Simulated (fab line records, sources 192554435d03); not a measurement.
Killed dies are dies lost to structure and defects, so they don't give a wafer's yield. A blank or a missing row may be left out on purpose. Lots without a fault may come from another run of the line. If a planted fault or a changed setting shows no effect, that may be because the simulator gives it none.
A struck lot beside a sound one :: flow n5Finfet :: 19 steps out of a route of 1938
Sound: wafers L861.1, L861.2, L861.5. The struck wafers were L873.1, L873.2, L873.4. The cause is named last.
Order at every step that has rows: each side's tool, ch and its chambers, its first start. Under that, the readings that differ: sound wafers :: struck wafers :: difference of the means :: sigmas: that difference in standard deviations of wafers without a fault.
alike: same words and numbers on both sides, and readings whose means sit less than 2 such deviations apart. not compared: any withheld reading, any reading some wafer has no value for, any bound like >300 that may hide the same value, and any number with overlapping values for which the record gives no deviation.
A row with sigmas, a row that says differs or no value, or rows on one side alone: a step with any of these is where the two part. Numbers that don't overlap but have no deviation are shown without sigmas and don't part them. A reading that every wafer of one side lacks parts them only if that side has two wafers or more.

N5_BEOL_M8_RS_MEAS_57: uses a four-point probe to measure.
  sound: filmMetro-02 at day 8 20:47; struck: filmMetro-02 at day 13 12:16
  alike: M8_RS
N5_BEOL_M8_INSPECT_58: inspects for defects (darkfield).
  sound: defectInspect-01 at day 8 20:49; struck: defectInspect-01 at day 13 12:18
  alike: rawDefectCount
N5_BEOL_M9_ILD_DEP_00: deposits SiCOH lowk from DEMS/porogen, target thk 308.51 nm, time 58 s.
  sound on pecvd-02 ch 0,1, day 8 20:52; struck on pecvd-04 ch 1,2, day 13 12:20
  alike: heaterPowerW, showerheadPlenumPTorr, throttleValvePct
N5_BEOL_M9_CURE_71: cures SiCOH lowk, time 240 s.
  sound on uvCure-03 ch 0, day 8 20:58; struck on uvCure-02 ch 0, day 13 12:25
  alike: lampPowerPct, wafer_temp_C_max
N5_BEOL_M9_THK_MEAS_01:
  sound: filmMetro-01 at day 8 21:29; struck: filmMetro-02 at day 13 12:56
  alike: M9_ILD_THK
N5_BEOL_M9_PECVD_70: deposits SiO2 from TEOS/O2, target thk 20 nm, time 22.7 s.
  sound on pecvd-04 ch 0,2, day 8 21:31; struck on pecvd-01 ch 0,1, day 13 12:58
  alike: heaterPowerW, showerheadPlenumPTorr, throttleValvePct
N5_BEOL_M9_HM_DEP_02: deposits TiN, target thk 20 nm.
  sound: pvdSputter-01 at day 8 21:34; struck: pvdSputter-02 at day 13 14:04
  alike: throttleValvePct
then, 5 steps without rows for these wafers: N5_BEOL_M9_COAT_59 (time 60 s, resist thk 100 nm); N5_BEOL_M9_COAT_60 (time 60 s, resist thk 30 nm); N5_BEOL_M9_COAT_05 (resist thk 90 nm); N5_BEOL_M9_EBR_07; N5_BEOL_M9_SOFTBAKE_06 (time 60 s).
N5_BEOL_M9_EXPOSE_08: exposes mask M9.
  sound on arfiScanner-01 ch 0, day 8 21:56; struck on arfiScanner-01 ch 0, day 13 14:18
reading: model.BEOL_M9.overlayXNm (nm)
sound: 0.2 0.2 0.2
struck: 6.6 6.6 6.6
difference: +6.4
sigmas: 
  alike: mask
then, 2 steps without rows for these wafers: N5_BEOL_M9_PEB_09 (peb time 60 s); N5_BEOL_M9_DEVELOP_10 (develop time 30 s).
N5_BEOL_M9_CD_MEAS_11: target cd 64.1 nm.
  sound on cdSem-01 ch 0, day 8 22:04; struck on cdSem-01 ch 0, day 13 14:26
  alike: cdNm
N5_BEOL_M9_OVL_MEAS_12:
  sound on overlay-02 ch 0, day 8 22:06; struck on overlay-01 ch 0, day 13 14:28
reading: M9_OVL (nm)
sound: 0.0 0.8 -0.8
struck: 7.7 4.9 6.6
difference: +6.4
sigmas: +9
N5_BEOL_M9_INSPECT_13: inspects for defects (brightfield).
  sound: defectInspect-01 at day 8 22:08; struck: defectInspect-01 at day 13 14:29
  alike: rawDefectCount
-- record jumps: 3 days separate the struck wafers' starts on either side; left off in module BEOL_M9, taken up again in module PASSIVATION, whose first shown step is the route's number 1936 --
N5_PASSIVATION_PROBE_49:
  sound: prober-01 at day 11 01:34; struck: prober-01 at day 16 19:23
  alike: defectLimitedYield, killed_at_M0_to_M3, killed_at_M4_up, killedAtContacts, killedAtFrontEnd, killedAtOther, killedDies, killedOpen, killedShort, sort_bin_4_leakage, sort_bin_5_function, sort_bin_6_memory, sortNPass, sortYieldPct

## WHERE THEY PART
Within this record, at N5_BEOL_M9_OVL_MEAS_12 only. Later steps at which nothing parts them and some readings are alike: N5_BEOL_M9_INSPECT_13, N5_PASSIVATION_PROBE_49.

WHY: what the simulator had put in
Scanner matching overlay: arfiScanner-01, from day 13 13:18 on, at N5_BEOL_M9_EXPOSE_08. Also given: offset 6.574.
